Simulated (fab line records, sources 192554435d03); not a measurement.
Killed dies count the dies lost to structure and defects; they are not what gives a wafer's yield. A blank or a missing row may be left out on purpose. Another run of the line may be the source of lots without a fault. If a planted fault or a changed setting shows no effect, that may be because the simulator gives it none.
Chamber matching + flow n5-finfet + 3 sister chambers for N5_BEOL_M11_DEP_56 on pecvd-03
The step deposits SiCN from 3MS/NH3, target thk 30 nm, time 10.5 s. 3 wafers are shown with their chamber, then 10 later ones without.

== WAFERS, EACH WITH ITS CHAMBER ==
| wafer  | chamber | showerhead-plenum-p-Torr (Torr) |
|--------|---------|---------------------------------|
| L088.5 | 0       | 4.175                           |
| L089.1 | 2       | 4.154                           |
| L089.3 | 1       | 4.181                           |

== WAFERS MISSING THEIR CHAMBER ==
| wafer  | showerhead-plenum-p-Torr (Torr) |
|--------|---------------------------------|
| L089.4 | 4.182                           |
| L092.2 | 4.160                           |
| L092.5 | 4.169                           |
| L092.6 | 4.177                           |
| L091.3 | 4.168                           |
| L091.5 | 4.184                           |
| L091.6 | 4.162                           |
| L094.1 | 4.166                           |
| L094.5 | 4.155                           |
| L094.6 | 4.168                           |

== CHAMBER TAKEN BY EACH ==
| wafer  | from the rows above          | in truth |
|--------|------------------------------|----------|
| L089.4 | can't be placed: 1 or 0      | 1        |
| L092.2 | can't be placed: 2 or 0      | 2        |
| L092.5 | can't be placed: 0 or 1 or 2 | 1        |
| L092.6 | can't be placed: 0 or 1      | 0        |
| L091.3 | can't be placed: 0 or 1 or 2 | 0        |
| L091.5 | can't be placed: 1 or 0      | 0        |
| L091.6 | can't be placed: 2 or 0 or 1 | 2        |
| L094.1 | can't be placed: 0 or 2 or 1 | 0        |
| L094.5 | 2                            | 2        |
| L094.6 | can't be placed: 0 or 1 or 2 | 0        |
Placed correctly: 1 of 10. Can't be placed from these rows: 9 (the true chamber is among the candidates in 9). Placed wrongly: 0.
How it was worked out, from the rows above alone: a wafer's distance from a chamber is the root of the sum, over the readings, of the square of ((its reading less the chamber's mean) divided by the reading's scatter). The wafer belongs to the nearest chamber; if the next one is less than 2 further off, it can't be placed. The mean given for a chamber averages the wafers shown for that chamber. The scatter: root of mean squared gap, hidden wafer to nearest shown wafer, with one shown wafer a chamber.
